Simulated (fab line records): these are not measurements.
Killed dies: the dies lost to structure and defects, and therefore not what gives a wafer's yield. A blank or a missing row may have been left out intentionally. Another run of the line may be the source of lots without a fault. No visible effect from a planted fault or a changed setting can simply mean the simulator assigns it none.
Matching of chambers    flow nand-harc    NHARC_THIN_TSV_DEP_43 on pecvd-01 has 3 sister chambers
The step deposits SiO2, target thk 1328.5 nm. 18 wafers are shown with their chamber, then 9 later ones without.

== WAFERS WITH THEIR CHAMBER ==
wafer   chamber  throttle-valve-pct (%)
L832.2  0        15.9
L832.4  2        15.9
L832.6  0        16.3
L831.2  0        16.0
L831.4  1        15.3
L831.6  0        16.2
L835.1  2        15.7
L835.4  1        15.1
L835.6  2        16.1
L837.1  0        16.4
L837.4  2        15.8
L837.6  0        16.3
L841.1  0        16.5
L841.2  2        16.0
L841.6  1        15.6
L839.1  1        15.7
L839.4  1        15.7
L839.5  2        15.6

SIGNATURES, as means of the wafers listed above
reading             chamber 0  chamber 1  chamber 2  scatter within a chamber
throttle-valve-pct  16.229     15.480     15.850     0.222
Rule: distance of a wafer from a chamber = root of the sum over the readings of ((wafer's reading minus chamber's mean) / reading's scatter) squared. The wafer belongs to the nearest chamber; if the next one is less than 2 further off, it can't be placed. How the scatter is found: for the shown wafers, subtract from each reading the mean of its chamber, square and add these, divide the total by (wafers less chambers), then take the root.

== WAFERS MISSING THEIR CHAMBER ==
wafer   throttle-valve-pct (%)
L845.2  15.7
L845.4  15.1
L845.6  15.6
L852.1  15.8
L852.2  15.3
L852.3  15.6
L854.4  15.7
L854.5  15.5
L854.6  16.0

== CHAMBER TAKEN BY EACH ==
wafer   from the rows above           in truth
L845.2  can't be placed: 2 or 1 or 0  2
L845.4  can't be placed: 1 or 2       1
L845.6  can't be placed: 1 or 2       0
L852.1  can't be placed: 2 or 1 or 0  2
L852.2  can't be placed: 1 or 2       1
L852.3  can't be placed: 1 or 2       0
L854.4  can't be placed: 2 or 1 or 0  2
L854.5  can't be placed: 1 or 2       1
L854.6  can't be placed: 2 or 0 or 1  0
0 of 9 placed correctly. Cannot be placed on the basis of these rows: 9; the candidates contain the true chamber in 7. Number placed wrongly: 0.
